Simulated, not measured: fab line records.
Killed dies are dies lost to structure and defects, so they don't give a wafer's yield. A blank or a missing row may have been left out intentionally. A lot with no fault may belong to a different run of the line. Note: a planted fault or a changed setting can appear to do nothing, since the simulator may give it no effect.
fab line records / flow nand-harc
record: lots: 5 wafers: 13 last-day: 33
route steps=1302 shown P_STI@93 P_GATE@111 END@1302
lots that met no fault: from a run of the same line without faults
start-h: start of the lot's first displayed wafer, in hours after the record's first day / wait-h: time in hours since the lot's previous step / " unchanged from the row above / L1.1+2: several wafers, shown together as one row / - no value, or no start given / * or withheld: withheld / < > ~ a bound
route shown NAME@n: NAME is a module with steps in the file, n the number in the route of the first one / usual: the fault-free wafers' mean and standard deviation / same: alike in all rows / chamber/n: place in a boat / sites: readings site by site / _std_site: standard deviation across them / _edge_site: inner sites' mean taken away from outer sites' mean / radius-mm: how far each site lies from the wafer's centre / mask NAME#n: copy n / behind: the last tool/chamber to shape the wafer / hold: the reason the lot was held/the length of the hold in hours/how it ended / device: which transistor (n, p or np) failed to switch / end of line: tests run on the same wafers once the route is complete / for a step that has no rows: nothing shown but its recipe / killed: dies that structure and defects cost at the first sort, which is not the same as the wafer's yield / map: per-die view of a wafer (x killed, . not killed, _ where there is no die)
set.NAME: the setting the step ran with; set.NAME@STEP: the setting that earlier step ran with / model.NAME: the simulator's own value behind a step, which no gauge read
certain route steps with their lots: each step a table, each wafer a row
services: a tool's chamber out of use, with start hour (start-h, from the record's first day; less than 0 if before it), hours out, and reason
== steps ==
step: NHARC_P_STI_STRIP_19
recipe: time-s: 900 temp-c: 130 chemistry: SPM
step: NHARC_P_STI_PRECLEAN_32
recipe: time-s: * temp-c: 50 bath-age-min: 0 chemistry: SC1
step: NHARC_P_STI_SRD_23
step: NHARC_P_STI_OCD_MEAS_43
usual: trench-depth-nm: 298/5.8 trench-foot-cd-nm: 162/4
lot.wafer=L822.4 tool=ocd-02 chamber=- start-h=87.29 wait-h=- trench-depth-nm=285 trench-foot-cd-nm=165
lot.wafer=L822.5 tool=ocd-02 chamber=- start-h=87.29 wait-h=- trench-depth-nm=287 trench-foot-cd-nm=171
lot.wafer=L822.6 tool=ocd-02 chamber=- start-h=87.29 wait-h=- trench-depth-nm=306 trench-foot-cd-nm=163
lot.wafer=L827.1 tool=ocd-02 chamber=- start-h=135.83 wait-h=- trench-depth-nm=285 trench-foot-cd-nm=169
lot.wafer=L827.2 tool=ocd-02 chamber=- start-h=135.83 wait-h=- trench-depth-nm=301 trench-foot-cd-nm=159
lot.wafer=L827.6 tool=ocd-02 chamber=- start-h=135.83 wait-h=- trench-depth-nm=300 trench-foot-cd-nm=160
lot.wafer=L829.1 tool=ocd-01 chamber=- start-h=155.42 wait-h=- trench-depth-nm=296 trench-foot-cd-nm=160
lot.wafer=L839.4 tool=ocd-02 chamber=- start-h=256.49 wait-h=- trench-depth-nm=302 trench-foot-cd-nm=159
lot.wafer=L839.5 tool=ocd-02 chamber=- start-h=256.49 wait-h=- trench-depth-nm=304 trench-foot-cd-nm=158
lot.wafer=L839.6 tool=ocd-02 chamber=- start-h=256.49 wait-h=- trench-depth-nm=302 trench-foot-cd-nm=163
lot.wafer=L840.1 tool=ocd-02 chamber=- start-h=263.52 wait-h=- trench-depth-nm=303 trench-foot-cd-nm=161
lot.wafer=L840.2 tool=ocd-02 chamber=- start-h=263.52 wait-h=- trench-depth-nm=299 trench-foot-cd-nm=165
lot.wafer=L840.5 tool=ocd-02 chamber=- start-h=263.52 wait-h=- trench-depth-nm=302 trench-foot-cd-nm=160
step: NHARC_P_STI_OXIDE_33
recipe: target-thk-a: 100 temp-c: 1000 ox-time-s: 281 material: SiO2
step: NHARC_P_STI_HDPCVD_20
recipe: target-thk-a: withheld sigma-open-frac: withheld material: SiO2
step: NHARC_P_STI_ANNEAL_34
recipe: temp-c: 1000 time-s: 1800
step: NHARC_P_STI_CMP_21
recipe: t-overpolish-s: 20 target-thk-nm: 380.67
usual: motor-current-A: 12.4/1.7 overpolish-run-s: 19.999/0.0096
lot.wafer=L822.4 tool=cmp-02 chamber=1 start-h=105.69 wait-h=0.4 motor-current-A=11.5 overpolish-run-s=20.009
lot.wafer=L822.5 tool=cmp-02 chamber=2 start-h=105.69 wait-h=0.4 motor-current-A=11.3 overpolish-run-s=20.003
lot.wafer=L822.6 tool=cmp-02 chamber=3 start-h=105.69 wait-h=0.4 motor-current-A=10.9 overpolish-run-s=19.983
lot.wafer=L827.1 tool=cmp-03 chamber=0 start-h=154.12 wait-h=0.4 motor-current-A=12.4 overpolish-run-s=20.003
lot.wafer=L827.2 tool=cmp-03 chamber=2 start-h=154.12 wait-h=0.4 motor-current-A=12.6 overpolish-run-s=20.018
lot.wafer=L827.6 tool=cmp-03 chamber=0 start-h=154.12 wait-h=0.4 motor-current-A=12.3 overpolish-run-s=19.993
lot.wafer=L829.1 tool=cmp-02 chamber=1 start-h=172.30 wait-h=0.4 motor-current-A=11.8 overpolish-run-s=19.993
lot.wafer=L839.4 tool=cmp-03 chamber=0 start-h=275.39 wait-h=0.4 motor-current-A=12.7 overpolish-run-s=19.997
lot.wafer=L839.6 tool=cmp-03 chamber=0 start-h=275.39 wait-h=0.4 motor-current-A=11.6 overpolish-run-s=20.010
lot.wafer=L839.5 tool=cmp-03 chamber=1 start-h=275.39 wait-h=0.4 motor-current-A=11.9 overpolish-run-s=20.014
lot.wafer=L840.1 tool=cmp-02 chamber=2 start-h=282.52 wait-h=0.4 motor-current-A=10.8 overpolish-run-s=19.994
lot.wafer=L840.2 tool=cmp-02 chamber=3 start-h=282.52 wait-h=0.4 motor-current-A=10.7 overpolish-run-s=20.009
lot.wafer=L840.5 tool=cmp-02 chamber=1 start-h=282.52 wait-h=0.4 motor-current-A=11.9 overpolish-run-s=20.000
step: NHARC_P_STI_SRD_35
step: NHARC_P_STI_ETCH_36
recipe: target-depth-a: 388 chemistry: dHF material: SiO2
step: NHARC_P_STI_STRIP_24
recipe: temp-c: 160 chemistry: H3PO4 material: Si3N4
step: NHARC_P_STI_ETCH_37
recipe: target-depth-a: 110 chemistry: dHF material: SiO2
lot.wafer=L822.5+4+6 tool=wet-bench-05 chamber=1,3,4 start-h=106.00 wait-h=-
lot.wafer=L827.2+1+6 tool=wet-bench-06 chamber=1,3,4 start-h=154.49 wait-h=-
lot.wafer=L829.1 tool=wet-bench-06 chamber=4 start-h=172.63 wait-h=-
lot.wafer=L839.5+6+4 tool=wet-bench-07 chamber=2,3,4 start-h=275.76 wait-h=-
lot.wafer=L840.5+2+1 tool=wet-bench-07 chamber=0,1,3 start-h=282.85 wait-h=-
step: NHARC_P_STI_PRECLEAN_38
recipe: time-s: * temp-c: 50 bath-age-min: 0 chemistry: SC1
step: NHARC_P_STI_SRD_39
step: NHARC_P_STI_OXIDE_40
recipe: target-thk-a: 100 temp-c: 900 ox-time-s: 1362 material: SiO2
step: NHARC_P_STI_INSPECT_25
usual: raw-defect-count: 213/78
lot.wafer=L822.4 tool=defect-inspect-02 chamber=- start-h=113.40 wait-h=0.4 hold=- raw-defect-count=226
lot.wafer=L822.5 tool=defect-inspect-02 chamber=- start-h=113.40 wait-h=0.4 hold=- raw-defect-count=265
lot.wafer=L822.6 tool=defect-inspect-02 chamber=- start-h=113.40 wait-h=0.4 hold=- raw-defect-count=357
lot.wafer=L827.1 tool=defect-inspect-02 chamber=- start-h=162.58 wait-h=0.4 hold=- raw-defect-count=176
lot.wafer=L827.2 tool=defect-inspect-02 chamber=- start-h=162.58 wait-h=0.4 hold=- raw-defect-count=283
lot.wafer=L827.6 tool=defect-inspect-02 chamber=- start-h=162.58 wait-h=0.4 hold=- raw-defect-count=185
lot.wafer=L829.1 tool=defect-inspect-01 chamber=- start-h=180.72 wait-h=0.4 hold=await-dispo/0.2h/release raw-defect-count=1336
lot.wafer=L829.1 tool=defect-inspect-01 chamber=- start-h=180.89 wait-h=0.2 hold=- raw-defect-count=1329
lot.wafer=L839.4 tool=defect-inspect-02 chamber=- start-h=283.78 wait-h=0.4 hold=- raw-defect-count=244
lot.wafer=L839.5 tool=defect-inspect-02 chamber=- start-h=283.78 wait-h=0.4 hold=- raw-defect-count=307
lot.wafer=L839.6 tool=defect-inspect-02 chamber=- start-h=283.78 wait-h=0.4 hold=- raw-defect-count=184
lot.wafer=L840.1 tool=defect-inspect-01 chamber=- start-h=291.73 wait-h=0.4 hold=- raw-defect-count=146
lot.wafer=L840.2 tool=defect-inspect-01 chamber=- start-h=291.73 wait-h=0.4 hold=- raw-defect-count=159
lot.wafer=L840.5 tool=defect-inspect-01 chamber=- start-h=291.73 wait-h=0.4 hold=- raw-defect-count=107
step: NHARC_P_GATE_PRECLEAN_70
recipe: time-s: * temp-c: 50 bath-age-min: 0 chemistry: SC1
step: NHARC_P_GATE_SRD_01
step: NHARC_P_GATE_OXIDE_02
recipe: target-thk-a: 375 temp-c: 950 p-h2o-torr: 720 ox-time-s: 365 material: SiO2
step: NHARC_P_GATE_DEHYDRATE_03
recipe: temp-c: 150 time-s: 120
step: NHARC_P_GATE_HMDS_04
recipe: time-s: 30
step: NHARC_P_GATE_COAT_05
recipe: spin-rpm: 4690
step: NHARC_P_GATE_SOFTBAKE_06
recipe: temp-c: 122 time-s: 95
step: NHARC_P_GATE_EBR_07
step: NHARC_P_GATE_EXPOSE_08
recipe: na: 0.6 dose-mj: 16.75 mask-id: P_HV
step: NHARC_P_GATE_PEB_09
recipe: peb-temp-c: 118 peb-time-s: 85
step: NHARC_P_GATE_DEVELOP_10
recipe: time-s: 70
step: NHARC_P_GATE_CD_MEAS_11
recipe: target-cd-nm: 1640 landing-energy-ev: 500
usual: cd-nm: 1641.1/2.3
lot.wafer=L822.4 tool=cd-sem-01 chamber=0 start-h=122.09 wait-h=- cd-nm=1640.3
lot.wafer=L822.5 tool=cd-sem-01 chamber=0 start-h=122.09 wait-h=- cd-nm=1644.1
lot.wafer=L822.6 tool=cd-sem-01 chamber=0 start-h=122.09 wait-h=- cd-nm=1643.6
lot.wafer=L827.1 tool=cd-sem-01 chamber=0 start-h=171.92 wait-h=- cd-nm=1640.3
lot.wafer=L827.2 tool=cd-sem-01 chamber=0 start-h=171.92 wait-h=- cd-nm=1642.6
lot.wafer=L827.6 tool=cd-sem-01 chamber=0 start-h=171.92 wait-h=- cd-nm=1640.4
lot.wafer=L829.1 tool=cd-sem-02 chamber=0 start-h=191.86 wait-h=- cd-nm=1643.1
lot.wafer=L839.4 tool=cd-sem-03 chamber=0 start-h=293.04 wait-h=- cd-nm=1639.2
lot.wafer=L839.5 tool=cd-sem-03 chamber=0 start-h=293.04 wait-h=- cd-nm=1639.9
lot.wafer=L839.6 tool=cd-sem-03 chamber=0 start-h=293.04 wait-h=- cd-nm=1639.6
lot.wafer=L840.1 tool=cd-sem-02 chamber=0 start-h=300.46 wait-h=- cd-nm=1636.4
lot.wafer=L840.2 tool=cd-sem-02 chamber=0 start-h=300.46 wait-h=- cd-nm=1640.0
lot.wafer=L840.5 tool=cd-sem-02 chamber=0 start-h=300.46 wait-h=- cd-nm=1639.7
step: NHARC_P_GATE_HARDBAKE_12
recipe: temp-c: 125 time-s: 80
step: NHARC_P_GATE_DESCUM_13
recipe: time-s: 3 o2-flow-sccm: 200 ar-flow-sccm: 0 bias-power-w: 0 chemistry: O2
usual: drypump-motor-current-A: 5.7/0.54 oes-product-au: 0.998/0.016 rf-vpp-V: 57.9/0.83 showerhead-plenum-p-Torr: 1.93/0.065 throttle-valve-pct: 11.312/0.0075
lot.wafer=L822.4 tool=rie-diel-05 chamber=0 start-h=122.30 wait-h=- drypump-motor-current-A=5.5 oes-product-au=1.004 rf-hours-counter-h=- rf-vpp-V=58.1 showerhead-plenum-p-Torr=1.83 throttle-valve-pct=11.310
lot.wafer=L822.6 tool=rie-diel-05 chamber=1 start-h=122.30 wait-h=- drypump-motor-current-A=6.4 oes-product-au=0.990 rf-hours-counter-h=- rf-vpp-V=59.3 showerhead-plenum-p-Torr=1.93 throttle-valve-pct=11.303
lot.wafer=L822.5 tool=rie-diel-05 chamber=3 start-h=122.30 wait-h=- drypump-motor-current-A=5.3 oes-product-au=0.990 rf-hours-counter-h=- rf-vpp-V=58.0 showerhead-plenum-p-Torr=1.90 throttle-valve-pct=11.316
lot.wafer=L827.1 tool=rie-diel-03 chamber=1 start-h=172.08 wait-h=- drypump-motor-current-A=5.0 oes-product-au=1.006 rf-hours-counter-h=1.8 rf-vpp-V=57.8 showerhead-plenum-p-Torr=2.07 throttle-valve-pct=11.306
lot.wafer=L827.2 tool=rie-diel-03 chamber=0 start-h=172.08 wait-h=- drypump-motor-current-A=4.8 oes-product-au=1.032 rf-hours-counter-h=1.9 rf-vpp-V=57.8 showerhead-plenum-p-Torr=2.00 throttle-valve-pct=11.313
lot.wafer=L827.6 tool=rie-diel-03 chamber=1 start-h=172.08 wait-h=- drypump-motor-current-A=5.0 oes-product-au=1.014 rf-hours-counter-h=- rf-vpp-V=58.9 showerhead-plenum-p-Torr=2.07 throttle-valve-pct=11.297
lot.wafer=L829.1 tool=rie-diel-08 chamber=3 start-h=200.11 wait-h=- drypump-motor-current-A=5.9 oes-product-au=0.971 rf-hours-counter-h=10.6 rf-vpp-V=58.1 showerhead-plenum-p-Torr=1.92 throttle-valve-pct=11.301
lot.wafer=L839.4 tool=rie-diel-08 chamber=0 start-h=293.22 wait-h=- drypump-motor-current-A=5.8 oes-product-au=0.984 rf-hours-counter-h=4.5 rf-vpp-V=57.5 showerhead-plenum-p-Torr=1.87 throttle-valve-pct=11.308
lot.wafer=L839.5 tool=rie-diel-08 chamber=3 start-h=293.22 wait-h=- drypump-motor-current-A=5.9 oes-product-au=0.976 rf-hours-counter-h=- rf-vpp-V=59.6 showerhead-plenum-p-Torr=1.92 throttle-valve-pct=11.310
lot.wafer=L839.6 tool=rie-diel-08 chamber=0 start-h=293.22 wait-h=- drypump-motor-current-A=5.9 oes-product-au=0.979 rf-hours-counter-h=- rf-vpp-V=56.9 showerhead-plenum-p-Torr=1.87 throttle-valve-pct=11.319
lot.wafer=L840.1 tool=rie-diel-08 chamber=1 start-h=300.64 wait-h=- drypump-motor-current-A=5.7 oes-product-au=0.986 rf-hours-counter-h=5.2 rf-vpp-V=58.5 showerhead-plenum-p-Torr=1.91 throttle-valve-pct=11.312
lot.wafer=L840.2 tool=rie-diel-08 chamber=2 start-h=300.64 wait-h=- drypump-motor-current-A=5.6 oes-product-au=0.989 rf-hours-counter-h=4.8 rf-vpp-V=57.7 showerhead-plenum-p-Torr=1.91 throttle-valve-pct=11.310
lot.wafer=L840.5 tool=rie-diel-08 chamber=2 start-h=300.64 wait-h=- drypump-motor-current-A=5.6 oes-product-au=0.974 rf-hours-counter-h=- rf-vpp-V=56.8 showerhead-plenum-p-Torr=1.91 throttle-valve-pct=11.306
step: NHARC_P_GATE_ETCH_14
recipe: target-depth-a: 488 chemistry: dHF material: SiO2
step: NHARC_P_GATE_STRIP_15
recipe: time-s: 780 temp-c: 130 chemistry: SPM
step: NHARC_P_GATE_PRECLEAN_71
recipe: time-s: * temp-c: 50 bath-age-min: 0 chemistry: SC1
step: NHARC_P_GATE_SRD_72
step: NHARC_P_GATE_OXIDE_16
recipe: target-thk-a: 30 temp-c: 875 ox-time-s: 392 material: SiO2
step: NHARC_P_GATE_CVD_17
recipe: target-thk-a: 1500 temp-c: 620 time-s: 900 material: poly-Si
step: NHARC_P_GATE_HM_DEP_102
recipe: target-thk-a: 1200 temp-c: 400 material: aC
usual: throttle-valve-pct: 35.000/0.0083
lot.wafer=L822.4 tool=acl-dep-02 chamber=0 start-h=135.72 wait-h=1.2 throttle-valve-pct=34.996
lot.wafer=L822.5 tool=acl-dep-02 chamber=0 start-h=135.72 wait-h=1.2 throttle-valve-pct=35.003
lot.wafer=L822.6 tool=acl-dep-02 chamber=0 start-h=135.72 wait-h=1.2 throttle-valve-pct=34.996
lot.wafer=L827.1 tool=acl-dep-03 chamber=0 start-h=188.35 wait-h=4.0 throttle-valve-pct=34.993
lot.wafer=L827.2 tool=acl-dep-03 chamber=0 start-h=188.35 wait-h=4.0 throttle-valve-pct=35.002
lot.wafer=L827.6 tool=acl-dep-03 chamber=0 start-h=188.35 wait-h=4.0 throttle-valve-pct=34.994
lot.wafer=L829.1 tool=acl-dep-01 chamber=0 start-h=213.09 wait-h=0.5 throttle-valve-pct=34.995
lot.wafer=L839.4 tool=acl-dep-01 chamber=0 start-h=307.39 wait-h=2.2 throttle-valve-pct=35.002
lot.wafer=L839.5 tool=acl-dep-01 chamber=0 start-h=307.39 wait-h=2.2 throttle-valve-pct=34.998
lot.wafer=L839.6 tool=acl-dep-01 chamber=0 start-h=307.39 wait-h=2.2 throttle-valve-pct=35.002
lot.wafer=L840.1 tool=acl-dep-03 chamber=0 start-h=314.68 wait-h=0.9 throttle-valve-pct=35.000
lot.wafer=L840.2 tool=acl-dep-03 chamber=0 start-h=314.68 wait-h=0.9 throttle-valve-pct=34.984
lot.wafer=L840.5 tool=acl-dep-03 chamber=0 start-h=314.68 wait-h=0.9 throttle-valve-pct=35.004
step: NHARC_P_GATE_DEP_103
recipe: target-thk-a: 300 target-thk-nm: 30 temp-c: 400 flow-sccm: 200 rf-w: 350 material: SiON
usual: heater-power-w: 734/88 rf-fwd-power-W: 348.6/1.1
lot.wafer=L822.6 tool=pecvd-02 chamber=1 start-h=136.14 wait-h=0.1 heater-power-w=760 rf-fwd-power-W=349.3
lot.wafer=L822.4 tool=pecvd-02 chamber=2 start-h=136.14 wait-h=0.1 heater-power-w=669 rf-fwd-power-W=348.5
lot.wafer=L822.5 tool=pecvd-02 chamber=0 start-h=136.14 wait-h=0.1 heater-power-w=879 rf-fwd-power-W=349.4
lot.wafer=L827.1 tool=pecvd-01 chamber=2 start-h=189.04 wait-h=0.6 heater-power-w=722 rf-fwd-power-W=349.0
lot.wafer=L827.2 tool=pecvd-01 chamber=0 start-h=189.04 wait-h=0.6 heater-power-w=670 rf-fwd-power-W=349.0
lot.wafer=L827.6 tool=pecvd-01 chamber=0 start-h=189.04 wait-h=0.6 heater-power-w=689 rf-fwd-power-W=348.3
lot.wafer=L829.1 tool=pecvd-01 chamber=0 start-h=213.79 wait-h=0.6 heater-power-w=793 rf-fwd-power-W=347.5
lot.wafer=L839.6 tool=pecvd-04 chamber=2 start-h=307.82 wait-h=0.1 heater-power-w=640 rf-fwd-power-W=350.0
lot.wafer=L839.4 tool=pecvd-04 chamber=0 start-h=307.82 wait-h=0.1 heater-power-w=598 rf-fwd-power-W=348.6
lot.wafer=L839.5 tool=pecvd-04 chamber=1 start-h=307.82 wait-h=0.1 heater-power-w=590 rf-fwd-power-W=349.4
lot.wafer=L840.1 tool=pecvd-04 chamber=1 start-h=315.34 wait-h=0.6 heater-power-w=585 rf-fwd-power-W=349.4
lot.wafer=L840.2 tool=pecvd-04 chamber=0 start-h=315.34 wait-h=0.6 heater-power-w=684 rf-fwd-power-W=347.9
lot.wafer=L840.5 tool=pecvd-04 chamber=0 start-h=315.34 wait-h=0.6 heater-power-w=699 rf-fwd-power-W=346.2
step: NHARC_P_GATE_DEHYDRATE_18
recipe: temp-c: 150 time-s: 120
step: NHARC_P_GATE_HMDS_19
recipe: time-s: 30
step: NHARC_P_GATE_INSPECT_28
usual: raw-defect-count: 6/3.5
lot.wafer=L822.4 tool=defect-inspect-02 chamber=- start-h=136.86 wait-h=0.0 hold=- raw-defect-count=9
lot.wafer=L822.5 tool=defect-inspect-02 chamber=- start-h=136.86 wait-h=0.0 hold=- raw-defect-count=3
lot.wafer=L822.6 tool=defect-inspect-02 chamber=- start-h=136.86 wait-h=0.0 hold=- raw-defect-count=8
lot.wafer=L827.1 tool=defect-inspect-02 chamber=- start-h=189.82 wait-h=0.0 hold=- raw-defect-count=9
lot.wafer=L827.2 tool=defect-inspect-02 chamber=- start-h=189.82 wait-h=0.0 hold=- raw-defect-count=2
lot.wafer=L827.6 tool=defect-inspect-02 chamber=- start-h=189.82 wait-h=0.0 hold=- raw-defect-count=9
lot.wafer=L829.1 tool=defect-inspect-02 chamber=- start-h=214.44 wait-h=0.0 hold=await-dispo/0.2h/release raw-defect-count=1170
lot.wafer=L829.1 tool=defect-inspect-02 chamber=- start-h=214.61 wait-h=0.2 hold=- raw-defect-count=1163
lot.wafer=L839.4 tool=defect-inspect-02 chamber=- start-h=308.41 wait-h=0.0 hold=- raw-defect-count=7
lot.wafer=L839.5 tool=defect-inspect-02 chamber=- start-h=308.41 wait-h=0.0 hold=- raw-defect-count=9
lot.wafer=L839.6 tool=defect-inspect-02 chamber=- start-h=308.41 wait-h=0.0 hold=- raw-defect-count=9
lot.wafer=L840.1 tool=defect-inspect-01 chamber=- start-h=316.15 wait-h=0.0 hold=- raw-defect-count=3
lot.wafer=L840.2 tool=defect-inspect-01 chamber=- start-h=316.15 wait-h=0.0 hold=- raw-defect-count=6
lot.wafer=L840.5 tool=defect-inspect-01 chamber=- start-h=316.15 wait-h=0.0 hold=- raw-defect-count=9
step: NHARC_END_SORT_01
recipe: temp-c: 25
usual: killed-at-array: 56/20 killed-at-other: 0.9/1.1 killed-at-periphery: 3.7/3 killed-dies: 61/21 killed-open: 2.9/1.6 killed-short: 2.6/1.4
same: gross-dies: 677
lot.wafer=L822.4 tool=prober-01 chamber=0 start-h=598.68 wait-h=3.4 killed-at-array=55 killed-at-other=0 killed-at-periphery=2 killed-dies=57 killed-open=6 killed-short=2
lot.wafer=L822.5 tool=prober-01 chamber=0 start-h=599.49 wait-h=3.7 killed-at-array=81 killed-at-other=0 killed-at-periphery=1 killed-dies=82 killed-open=1 killed-short=5
lot.wafer=L822.6 tool=prober-01 chamber=0 start-h=600.31 wait-h=4.1 killed-at-array=65 killed-at-other=0 killed-at-periphery=3 killed-dies=68 killed-open=3 killed-short=4
lot.wafer=L829.1 tool=prober-01 chamber=0 start-h=690.95 wait-h=2.5 killed-at-array=78 killed-at-other=0 killed-at-periphery=112 killed-dies=190 killed-open=2 killed-short=1
killed by level:class
L822.4 A_SLIT:chamber-film-flake=26 A_CHANNEL_HOLE_D2:chamber-film-flake=16 A_CONTACT:chamber-film-flake=3 A_DECK1_JOINT:geometric-particle:open=2 A_WL_FILL:chamber-film-flake=2 P_STI:geometric-particle:open=1 A_CHANNEL_FILL_D1:geometric-particle:open=1 A_CHANNEL_HOLE_D2:geometric-particle:short=1
L822.5 A_CHANNEL_HOLE_D2:chamber-film-flake=40 A_SLIT:chamber-film-flake=27 A_CONTACT:chamber-film-flake=3 A_ONON_D2:geometric-particle:short=2 A_ZERO_WELL:chamber-film-flake=2 A_WL_FILL:chamber-film-flake=2 P_CONTACT:geometric-particle:open=1 A_CHANNEL_HOLE_D1:geometric-particle:short=1
L822.6 A_SLIT:chamber-film-flake=28 A_CHANNEL_HOLE_D2:chamber-film-flake=26 A_CONTACT:chamber-film-flake=5 P_STI:geometric-particle:short=1 P_CONTACT:geometric-particle:open=1 A_CHANNEL_FILL_D1:geometric-particle:short=1 A_CHANNEL_FILL_D1:geometric-particle:open=1 A_DECK1_JOINT:geometric-particle:short=1
L829.1 P_STI:unspecified=101 A_CHANNEL_HOLE_D1:chamber-film-flake=30 A_SLIT:chamber-film-flake=28 A_CHANNEL_HOLE_D2:chamber-film-flake=10 P_STI:chamber-film-flake=4 P_GATE:chamber-film-flake=4 P_M0:chamber-film-flake=2 A_DECK1_JOINT:chamber-film-flake=2
map L829.1 (x killed, . not)
____________.____________
_________......._________
_______..........._______
______..........x..______
_____x.............._____
____x..x.............____
____xx..x.x..........____
___.xxx...............___
___.x.x...............___
__xxxxx...x.........x..__
__.xx.xx..............x__
_..xxxx.........x...x..._
_...x....x............x._
_......x................_
_..xxxx....x............_
_..x..xxx.............x._
.....xxxxxxx.........x...
..x.xxxxxxxx.............
....xxxxxxxx.....x.......
....xxxxxxxxx....xx......
....xxxxxxxx.............
_..xxxxxxxxxx..........x_
_..xxxxxxxxx.......x...._
_..xxxxxxxxx............_
_.x.xxxxxxx.x...xxx....._
_..xxxxxxxx.....xxxx...._
__x.xxxxxxx.....xxx....__
__....xxxx.x..xxxx.x...__
___.............xxx...___
___..........xxxx.x...___
____........x..xxxxx.____
____...........xxx.x.____
_____..x.......xxx.._____
______..........x..______
_______........x.._______
_________......._________
____________x____________
map L827.6 (x killed, . not)
____________.____________
_________.....x._________
_______...x......._______
______.............______
_____..............._____
____.................____
____.................____
___...................___
___.x................x___
__.....................__
__..x..........x.......__
_..x...................._
_......................._
_...x..................._
_......................._
_.............x.....x..._
.........................
.............x...........
.........................
.........................
......................x..
_......................._
_......x..........x....._
_......x.x...........x.._
_.............xx........_
_....x.............xx..._
__.....x.......xx.x.x..__
__.......x....xxxx.....__
___............xx.....___
___............x..xx..___
____............xx...____
____...........x.....____
_____......x.xx.x..._____
______.........x...______
_______..x........_______
_________......._________
____________.____________
== services ==
tool=pecvd-01 chamber=1 start-h=83.51 hours=2.0 kind=repair
tool=pecvd-04 chamber=- start-h=88.11 hours=13.0 kind=pm
tool=pecvd-01 chamber=2 start-h=95.98 hours=24.0 kind=repair
tool=cmp-02 chamber=- start-h=99.83 hours=1.3 kind=repair
tool=rie-diel-08 chamber=2 start-h=109.12 hours=13.6 kind=repair
tool=acl-dep-03 chamber=- start-h=116.00 hours=13.0 kind=pm
tool=pecvd-04 chamber=2 start-h=116.11 hours=60.8 kind=repair
tool=pecvd-01 chamber=- start-h=130.12 hours=13.0 kind=pm
tool=cmp-02 chamber=- start-h=134.74 hours=4.0 kind=pm
tool=pecvd-04 chamber=1 start-h=141.84 hours=6.5 kind=repair
tool=pecvd-01 chamber=0 start-h=156.73 hours=21.7 kind=repair
tool=wet-bench-07 chamber=- start-h=160.01 hours=8.0 kind=pm
tool=cmp-03 chamber=- start-h=162.00 hours=4.0 kind=pm
tool=acl-dep-01 chamber=- start-h=189.00 hours=13.0 kind=pm
tool=rie-diel-08 chamber=- start-h=191.10 hours=9.0 kind=pm
tool=pecvd-04 chamber=- start-h=196.30 hours=1.0 kind=repair
tool=cmp-03 chamber=- start-h=197.96 hours=3.4 kind=repair
tool=wet-bench-07 chamber=- start-h=223.42 hours=1.0 kind=repair
tool=cmp-02 chamber=- start-h=232.74 hours=4.0 kind=pm
tool=cmp-03 chamber=- start-h=260.00 hours=4.0 kind=pm
tool=pecvd-04 chamber=- start-h=269.11 hours=13.0 kind=pm
tool=cmp-03 chamber=- start-h=294.65 hours=6.3 kind=repair
tool=acl-dep-03 chamber=- start-h=297.00 hours=13.0 kind=pm
tool=cmp-02 chamber=- start-h=312.37 hours=0.9 kind=repair
== key ==
first-sign: step: NHARC_P_STI_INSPECT_25 reading: visit direction: added
effect: step: NHARC_P_STI_INSPECT_25 reading: raw-defect-count direction: up sigmas: 14 usual: 213 struck: 1336
effect: step: NHARC_P_GATE_INSPECT_28 reading: raw-defect-count direction: up sigmas: 99+ usual: 6 struck: 1170
effect: step: NHARC_END_SORT_01 reading: killed-at-periphery direction: up sigmas: 36 usual: 3.7 struck: 112
more-kills-born-at: NHARC_P_STI_ETCH_37@wet-bench-06: 101
met-at NHARC_P_STI_ETCH_37
struck-wafers L829.1
tester-left-out L829
onset-between 154.49 172.63
fault: kind: chamber-particle-source tool: wet-bench-06 chamber: 4 onset-h: 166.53 steps: NHARC_P_STI_ETCH_37 rate-per-visit-cm2: 1.8213 end-h: 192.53
tester-left-out: of these lots the tester's yield and bins aren't shown, on N5 and GAA mostly nor the transistor test; their killed dies are dies lost to structure and defects alone, not to doping, threshold or leakage, so they don't give the yield
